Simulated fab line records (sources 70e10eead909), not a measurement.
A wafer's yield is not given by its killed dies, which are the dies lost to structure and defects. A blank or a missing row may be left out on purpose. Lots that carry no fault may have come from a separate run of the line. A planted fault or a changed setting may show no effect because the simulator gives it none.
One fault through the eyes of 2 desks / flow nand-harc / each desk holds nothing but its own numbers, with what lay behind them at the end

## METROLOGY DESK
Lot by lot, what the gauges showed, no matter which tool ran the lot: averages of those sampled wafers that carry a number. The brackets show how far a lot's mean lies from the usual mean; more than 4 standard deviations puts the lot out of limits, marked OUT.
Columns: A = cd-nm at NHARC_P_ZERO_WELL_CD_MEAS_11, usual 500.3 nm; B = overlay-x-nm at NHARC_P_GATE_OVL_MEAS_27, usual 0.0 nm; C = overlay-y-nm at NHARC_P_GATE_OVL_MEAS_27, usual 0.1 nm
lot=L124; first seen here=day 1 13:14; A=501.1; B=-1.5; C=0.0
lot=L125; first seen here=day 1 19:21; A=500.4; B=0.1; C=-0.9
lot=L126; first seen here=day 2 01:14; A=499.8; B=0.9; C=-0.5
lot=L127; first seen here=day 2 07:23; A=502.1; B=-0.0; C=1.2
lot=L129; first seen here=day 2 19:14; A=500.6; B=-0.0; C=-0.4
lot=L130; first seen here=day 3 01:07; A=499.2; B=0.5; C=0.7
lot=L132; first seen here=day 3 13:09; A=498.5; B=-1.1; C=-0.7
lot=L134; first seen here=day 4 01:08; A=501.0; B=0.2; C=0.3
lot=L135; first seen here=day 4 07:08; A=499.7; B=0.9; C=-0.2
lot=L136; first seen here=day 4 13:16; A=501.7; B=0.2; C=0.8
lot=L145; first seen here=day 6 19:14; A=502.0; B=-0.3; C=-0.2
lot=L146; first seen here=day 7 01:08; A=503.0; B=-0.3; C=2.0
Finding of this desk: none of the 12 lots has anything out of limits.

## THE TOOL OWNER'S DESK: krf-scanner-01
The tool's own readings at NHARC_P_ZERO_WELL_EXPOSE_08 (exposes mask P ZERO, target cd 500 nm): means of the sampled wafers that have a number, for each lot that ran on this tool. The brackets show how far a lot's mean lies from the usual mean; more than 4 standard deviations puts the lot out of limits, marked OUT.
Columns: A = focus-offset-nm at NHARC_P_ZERO_WELL_EXPOSE_08, usual 0.1 nm; B = reticle-temp-C at NHARC_P_ZERO_WELL_EXPOSE_08, usual 22.99 C
lot=L125; first seen here=day 1 19:12; A=-0.4; B=22.84
lot=L129; first seen here=day 2 19:05; A=0.1; B=23.15
lot=L130; first seen here=day 3 00:58; A=-0.1; B=23.10
lot=L134; first seen here=day 4 00:58; A=0.3; B=23.07
lot=L135; first seen here=day 4 06:59; A=-0.5; B=23.09
lot=L145; first seen here=day 6 19:05; A=-0.0; B=22.81
lot=L146; first seen here=day 7 00:59; A=-0.1; B=23.10
Finding of this desk: none of the 7 lots has anything out of limits.

## PUT TOGETHER
At the metrology desk, nothing out of limits was observed.
The tool owner's desk saw nothing out of limits.

## WHAT HAD BEEN PUT IN BY THE SIMULATOR
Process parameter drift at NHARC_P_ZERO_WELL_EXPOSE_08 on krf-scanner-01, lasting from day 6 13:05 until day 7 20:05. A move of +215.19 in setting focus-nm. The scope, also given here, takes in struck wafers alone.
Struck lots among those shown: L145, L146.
